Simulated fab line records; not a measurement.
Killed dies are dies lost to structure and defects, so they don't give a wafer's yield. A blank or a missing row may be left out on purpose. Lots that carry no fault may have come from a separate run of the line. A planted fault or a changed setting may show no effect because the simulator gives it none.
The tool behind it: which one? -- flow nand harc -- Sampling: 10 lots, 30 wafers, 5 of 1159 route steps

WHAT EACH GAUGE READ, for each wafer
NHARC_P_GATE_CD_MEAS_59: the cd target is 720 nm. Usual: cd nm at 719.7 nm, with a standard deviation of 1.6.
lot,measured,on,cd nm (nm),flag
L596,day 5 07:46,cd sem-02,720.7 719.0 718.8,
L599,day 6 01:46,cd sem-01,719.3 721.1 720.0,
L601,day 6 20:23,cd sem-01,723.6 721.7 721.6,
L606,day 7 19:59,cd sem-03,672.1 672.6 672.6,OFF
L607,day 8 13:39,cd sem-01,673.8 671.4 670.0,OFF
L611,day 8 23:49,cd sem-03,722.0 721.3 722.3,
L614,day 9 19:35,cd sem-03,718.7 719.6 720.8,
L615,day 10 01:19,cd sem-03,720.8 721.6 719.8,
L616,day 10 01:47,cd sem-01,720.3 719.5 718.0,
L617,day 10 12:31,cd sem-03,718.2 719.1 718.3,

EACH LOT AND THE TOOL THAT RAN IT (in order: tool; ch and the chambers of the sampled wafers; start)
lot,NHARC_P_GATE_HM_OPEN_105,NHARC_P_GATE_ETCHBACK_37,NHARC_P_GATE_STRIP_101,NHARC_P_GATE_EXPOSE_56
L596,"rie diel-13 ch 0,1,3, day 5 04:17 or earlier","rie diel-12 ch 0,1,3, day 5 04:17 or earlier","rie diel-12 ch 0,1,3, day 5 04:17","krf scanner-04 ch 0, day 5 07:36"
L599,"rie diel-12 ch 1,2,3, day 5 22:59 or earlier","rie diel-13 ch 0,1, day 5 22:59 or earlier","rie diel-13 ch 0,1,3, day 5 22:59","krf scanner-04 ch 0, day 6 01:36"
L601,"rie diel-13 ch 0,1,2, day 6 17:44 or earlier","rie diel-10 ch 1,2, day 6 17:44 or earlier","rie diel-10 ch 0,2, day 6 17:44","krf scanner-04 ch 0, day 6 20:14"
L606,"rie diel-12 ch 0,2, day 7 17:25 or earlier","rie diel-12 ch 1,2,3, day 7 17:25 or earlier","rie diel-12 ch 1,2,3, day 7 17:25","krf scanner-02 ch 0, day 7 19:50"
L607,"rie diel-12 ch 2,3, day 8 11:02 or earlier","rie diel-12 ch 1,2, day 8 11:02 or earlier","rie diel-12 ch 0,1,3, day 8 11:02","krf scanner-02 ch 0, day 8 13:30"
L611,"rie diel-12 ch 0,1,2, day 8 21:16 or earlier","rie diel-12 ch 0,1,2, day 8 21:16 or earlier","rie diel-12 ch 0,1,3, day 8 21:16","krf scanner-01 ch 0, day 8 23:39"
L614,"rie diel-13 ch 0,1,2, day 9 16:49 or earlier","rie diel-10 ch 1,2,3, day 9 16:49 or earlier","rie diel-10 ch 0,1,3, day 9 16:49","krf scanner-01 ch 0, day 9 19:26"
L615,"rie diel-10 ch 0,1,3, day 9 22:26 or earlier","rie diel-13 ch 0,1,3, day 9 22:26 or earlier","rie diel-13 ch 0,2,3, day 9 22:26","krf scanner-01 ch 0, day 10 01:09"
L616,"rie diel-13 ch 0,2,3, day 9 22:49 or earlier","rie diel-10 ch 1,2,3, day 9 22:49 or earlier","rie diel-10 ch 1,2,3, day 9 22:49","krf scanner-04 ch 0, day 10 01:38"
L617,"rie diel-12 ch 0,2,3, day 10 09:44 or earlier","rie diel-12 ch 0,1,3, day 10 09:44 or earlier","rie diel-12 ch 0,1,3, day 10 09:44","krf scanner-04 ch 0, day 10 12:22"
- NHARC_P_GATE_HM_OPEN_105: chemistry O2/COS, target depth 360 nm.
- NHARC_P_GATE_ETCHBACK_37: etches the open film in CHF3/O2, target depth 34.5 nm, time 17.2 s.
- NHARC_P_GATE_STRIP_101: strips in O2, time 20 s.
- NHARC_P_GATE_EXPOSE_56: exposes mask P PSD, target cd 720 nm.

AS READ BY THE TOOLS THEMSELVES (means over the sampled wafers that have a number; for cases with no such wafer, the mark the record gives instead)
NHARC_P_GATE_HM_OPEN_105. Usual: bias w 300.0 W, standard deviation 0.89; drypump motor current A 5.9 A, standard deviation 0.51; mfc ar sccm 0.011 sccm, standard deviation 0.012; o2 flow sccm 400.1 sccm, standard deviation 1.1; oes product au 1.002 a.u., standard deviation 0.011; rf vpp V 467.0 V, standard deviation 2.7; showerhead plenum p Torr 3.12 Torr, standard deviation 0.12; throttle valve pct 28.329 %, standard deviation 0.0089.
lot,tool,bias w (W),drypump motor current A (A),mfc ar sccm (sccm),o2 flow sccm (sccm),oes product au (a.u.),rf vpp V (V),showerhead plenum p Torr (Torr),throttle valve pct (%),flag
L596,rie diel-13,299.6,6.2,0.005,400.5,1.004,468.1,3.12,28.325,
L599,rie diel-12,300.1,6.0,0.016,400.4,1.001,469.5,3.21,28.326,
L601,rie diel-13,300.3,6.1,0.014,400.2,1.019,467.1,3.09,28.331,
L606,rie diel-12,299.3,5.7,0.005,400.2,0.999,464.6,3.06,28.328,
L607,rie diel-12,300.7,6.0,0.018,401.0,1.007,470.8,3.30,28.335,
L611,rie diel-12,299.5,6.1,0.004,401.1,0.996,466.6,3.10,28.330,
L614,rie diel-13,300.3,6.0,0.014,400.2,1.011,465.6,3.08,28.333,
L615,rie diel-10,299.9,5.6,0.010,400.2,0.996,468.3,3.14,28.329,
L616,rie diel-13,300.7,5.9,0.014,400.2,1.007,466.1,3.07,28.320,
L617,rie diel-12,300.1,5.7,0.017,400.5,0.994,468.1,3.15,28.319,

NHARC_P_GATE_ETCHBACK_37. Usual: bias w 200.0 W, standard deviation 0.65; drypump motor current A 5.9 A, standard deviation 0.51; mfc ar sccm 199.9 sccm, standard deviation 0.57; o2 flow sccm 10.007 sccm, standard deviation 0.026; oes product au 0.96 a.u., standard deviation 0.038; rf vpp V 370.7 V, standard deviation 2.5; showerhead plenum p Torr 2.40 Torr, standard deviation 0.11; throttle valve pct 20.573 %, standard deviation 0.0092.
lot,tool,bias w (W),drypump motor current A (A),mfc ar sccm (sccm),o2 flow sccm (sccm),oes product au (a.u.),rf vpp V (V),showerhead plenum p Torr (Torr),throttle valve pct (%),flag
L596,rie diel-12,199.9,5.8,199.5,10.017,1.00,370.4,2.36,20.576,
L599,rie diel-13,199.8,6.0,199.5,10.027,0.93,371.3,2.42,20.572,
L601,rie diel-10,199.5,5.2,199.5,9.980,0.99,370.4,2.41,20.576,
L606,rie diel-12,200.2,6.1,200.3,9.985,0.93,372.5,2.47,20.569,
L607,rie diel-12,199.9,6.4,200.1,10.007,0.93,373.3,2.49,20.560,
L611,rie diel-12,199.7,6.1,199.5,10.003,0.92,370.4,2.38,20.565,
L614,rie diel-10,200.1,5.4,200.7,10.025,1.00,371.6,2.42,20.575,
L615,rie diel-13,200.4,6.2,199.7,9.996,1.01,371.5,2.39,20.566,
L616,rie diel-10,200.3,5.4,200.0,9.990,1.00,371.4,2.42,20.575,
L617,rie diel-12,199.9,5.8,199.5,10.012,0.93,369.3,2.36,20.575,

NHARC_P_GATE_STRIP_101. Usual: drypump motor current A 5.9 A, standard deviation 0.51; mfc ar sccm 0.012 sccm, standard deviation 0.014; o2 flow sccm 500.1 sccm, standard deviation 1.4; oes product au 1.003 a.u., standard deviation 0.01; rf vpp V 57.8 V, standard deviation 1; showerhead plenum p Torr 3.52 Torr, standard deviation 0.15; throttle valve pct 17.037 %, standard deviation 0.0098.
lot,tool,drypump motor current A (A),mfc ar sccm (sccm),o2 flow sccm (sccm),oes product au (a.u.),rf vpp V (V),showerhead plenum p Torr (Torr),throttle valve pct (%),flag
L596,rie diel-12,5.8,0.015,499.7,1.004,57.0,3.48,17.053,
L599,rie diel-13,6.2,0.005,499.9,1.007,56.0,3.52,17.031,
L601,rie diel-10,5.3,0.016,501.0,0.993,57.6,3.43,17.053,
L606,rie diel-12,6.1,0.016,500.0,1.006,58.0,3.62,17.040,
L607,rie diel-12,5.8,0.015,500.4,1.011,56.8,3.47,17.042,
L611,rie diel-12,5.8,0.015,499.9,1.001,57.7,3.47,17.051,
L614,rie diel-10,5.7,0.010,498.7,0.998,58.0,3.54,17.036,
L615,rie diel-13,5.9,0.014,500.2,1.011,57.9,3.46,17.042,
L616,rie diel-10,5.4,0.011,499.6,0.999,58.5,3.55,17.032,
L617,rie diel-12,5.8,0.015,500.1,0.998,58.2,3.46,17.044,

NHARC_P_GATE_EXPOSE_56. Usual: exposure dose mJ cm2 at 14.813, with a standard deviation of 0.016.
lot,tool,exposure dose mJ cm2,flag
L596,krf scanner-04,14.809,
L599,krf scanner-04,14.837,
L601,krf scanner-04,14.799,
L606,krf scanner-02,11.241,OFF
L607,krf scanner-02,11.224,OFF
L611,krf scanner-01,14.809,
L614,krf scanner-01,14.793,
L615,krf scanner-01,14.805,
L616,krf scanner-04,14.816,
L617,krf scanner-04,14.797,

THE ANSWER, worked out from the rows above alone
Rule: a lot counts as off when the mean over its wafers that have a number is more than 3 standard deviations away from the usual mean. Also off: a lot with no number at a reading for which 4 or more lots have one. Any other lot the step has rows for is counted as sound. Order of review: gauges by route order, followed by the tools' own readings, for which a lot's mean as printed above is used. The first step at which some lot is off is used, and at that step the reading that is off furthest; a lot without a number counts as furthest.
Off at NHARC_P_GATE_CD_MEAS_59 (cd nm): L606, L607.
A tool fits if, at a process step before that reading, it ran every lot that is off, and no sound lot after the first of them. The gauges at NHARC_P_GATE_CD_MEAS_59 aren't tried: what is off there is off at NHARC_P_GATE_EXPOSE_56 too, on other tools, and a gauge's error can't cause that. NHARC_P_GATE_HM_OPEN_105: start missing for some lots; hours and lot order therefore follow NHARC_P_GATE_STRIP_101. NHARC_P_GATE_ETCHBACK_37: start missing for some lots; hours and lot order therefore follow NHARC_P_GATE_STRIP_101. One fits: krf scanner-02 at NHARC_P_GATE_EXPOSE_56. It ran no sound lot before its first lot that is off in this sample, so the start can't be narrowed down.
On the lots that are off, the tool's own readings at NHARC_P_GATE_EXPOSE_56 differ by more than 5 times the standard deviation of the sound lots' means, which bears it out; exposure dose mJ cm2 reads 11.232 there versus 14.808 on the sound lots.

WHAT HAD BEEN PUT IN BY THE SIMULATOR
Process parameters drifting: krf scanner-02 at NHARC_P_GATE_EXPOSE_56, beginning at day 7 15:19. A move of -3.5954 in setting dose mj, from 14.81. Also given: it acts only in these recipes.
Struck lots among those shown: L606, L607. The rule given above showed the same thing.
